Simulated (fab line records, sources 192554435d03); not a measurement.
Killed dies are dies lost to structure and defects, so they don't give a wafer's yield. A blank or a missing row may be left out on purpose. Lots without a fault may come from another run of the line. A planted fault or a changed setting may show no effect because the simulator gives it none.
A struck lot beside a sound one | flow n5_finfet | 37 steps out of a route of 1938
Sound: wafers L965.2, L965.3, L965.4. Struck: wafers L954.1, L954.3, L954.4. The cause comes at the end.
At each step with rows: each side's tool, then ch and its chambers, then its first start. Under that, the readings that differ: sound wafers | struck wafers | difference of the means | sigmas: that difference in standard deviations of wafers without a fault.
alike: readings whose means differ by less than 2 such deviations, and words and numbers that are the same on both sides. not compared: withheld readings, readings that some wafer has no value for, bounds like >300 that may hide the same value, and numbers for which the record gives no deviation and whose values overlap.
The two part at a step that has a row with sigmas, a row that says differs or no value, or rows on one side only. Numbers that don't overlap but have no deviation are shown without sigmas and don't part them. A reading that every wafer of one side lacks parts them only if that side has two wafers or more.

first, 9 steps without rows for these wafers: N5_BEOL_M4_ANNEAL_95 (time 240 s); N5_BEOL_M4_SPUTTER_96 (material Cu, target thk 4.5 nm, time 8.29 s); N5_BEOL_M4_ECD_50 (material Cu, target thk 300 nm); N5_BEOL_M4_ANNEAL_51 (time 90 s); N5_BEOL_M4_CMP_52 (polishes, stops on SiOC, t overpolish 6.8 s, target thk 40 nm); N5_BEOL_M4_PRE_CLEAN_60 (time 15 s); N5_BEOL_M4_CO_CAP_55 (material Co, precursor CCTBA/H2, target thk 2 nm, time 102.1 s); N5_BEOL_M4_PRE_CLEAN_56 (time 15 s); N5_BEOL_M4_DEP_57 (deposits SiCN from 3MS/NH3, target thk 8 nm, time 14 s).
N5_BEOL_M4_RC_MEAS_101:
  sound on prober-02 ch 0, day 12 21:13; struck on prober-01 ch 0, day 10 03:49
  alike: DIBL_N, DIBL_P, IOFF_N, IOFF_P, ION_N, ION_P, SS_N, SS_P, VT_N, VT_P
then, 24 steps without rows for these wafers: N5_BEOL_M5_ILD_DEP_00 (deposits SiCOH lowk from DEMS/porogen, target thk 140.64 nm, time 25.9 s); N5_BEOL_M5_CURE_79 (cures SiCOH lowk, time 240 s); N5_BEOL_M5_PECVD_70 (deposits SiO2 from TEOS/O2, target thk 16 nm, time 18 s); N5_BEOL_M5_HM_DEP_02 (deposits TiN, target thk 20 nm); N5_BEOL_M5_COAT_59 (time 60 s, resist thk 60 nm); N5_BEOL_M5_COAT_60 (time 60 s, resist thk 12 nm); N5_BEOL_M5_COAT_71 (time 60 s, resist thk 5 nm); N5_BEOL_M5_COAT_05 (resist thk 30 nm); N5_BEOL_M5_EBR_07; N5_BEOL_M5_SOFTBAKE_06 (time 60 s); N5_BEOL_M5_EXPOSE_08 (exposes mask M5, target cd 28 nm); N5_BEOL_M5_PEB_09 (peb time 60 s); N5_BEOL_M5_DEVELOP_10 (develop time 30 s); N5_BEOL_M5_DESCUM_16 (chemistry O2, time 7 s); N5_BEOL_M5_ETCH_72 (etches underlayer in N2/H2, target depth 6.5 nm, time 5.2 s); N5_BEOL_M5_ETCH_61 (etches SiARC in CF4, target depth 15.6 nm, time 26 s); N5_BEOL_M5_ETCH_62 (etches SOC in N2/H2, target depth 75 nm, overetch 15 nm, time 112.5 s); N5_BEOL_M5_STRIP_63 (strips in N2/H2); N5_BEOL_M5_STRIP_73 (strips in N2/H2); N5_BEOL_M5_STRIP_64 (strips in CF4); N5_BEOL_M5_HM_OPEN_17 (chemistry Cl2/BCl3, target TiN, target depth 20 nm, overetch 6 nm); N5_BEOL_M5_STRIP_19 (strips in O2); N5_BEOL_M5_COAT_65 (time 60 s, resist thk 60 nm); N5_BEOL_M5_COAT_66 (time 60 s, resist thk 12 nm).
N5_BEOL_M7_SPUTTER_48: material Cu, target thk 10 nm, time 1.667 s.
  sound on pvd_sputter-02, day 14 01:53; struck on pvd_sputter-01, day 11 12:22
  no value came back on the struck wafers for bias_v (V), cathode_dc_power_W (W), chuck_sensor_temp_C (C), throttle_valve_pct (%); on the sound wafers bias_v (V) reads 59.5 59.5 59.4
N5_BEOL_M7_CMP_52: polishes, stops on SiCOH lowk, t overpolish 6.9 s, target thk 80 nm.
  sound on cmp-04 ch 0,1,2, day 14 02:24; struck on cmp-02 ch 0,1,3, day 11 12:54
  reading                | sound          | struck      | difference | sigmas
  time_to_endpoint_s (s) | 60.5 59.7 56.6 | 1.3 0.0 1.9 | -57.9      | -20
  alike: motor_current_A, pad_life_wafers
-- the record jumps here: 4 days lie between the struck wafers' starts before and after (it left off in module BEOL_M7 and takes up again in module PASSIVATION, whose first step shown is number 1936 of the route) --
N5_PASSIVATION_PROBE_49:
  the record has rows for the struck wafers here (prober-01, day 15 03:40) and none for the sound ones

WHERE THEY PART
First at N5_BEOL_M7_SPUTTER_48; last, within this record, at N5_PASSIVATION_PROBE_49.

WHY: what the simulator had put in
Skipped step whole: pvd_sputter-01, from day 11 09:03 on, at N5_BEOL_M7_SPUTTER_48. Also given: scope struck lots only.
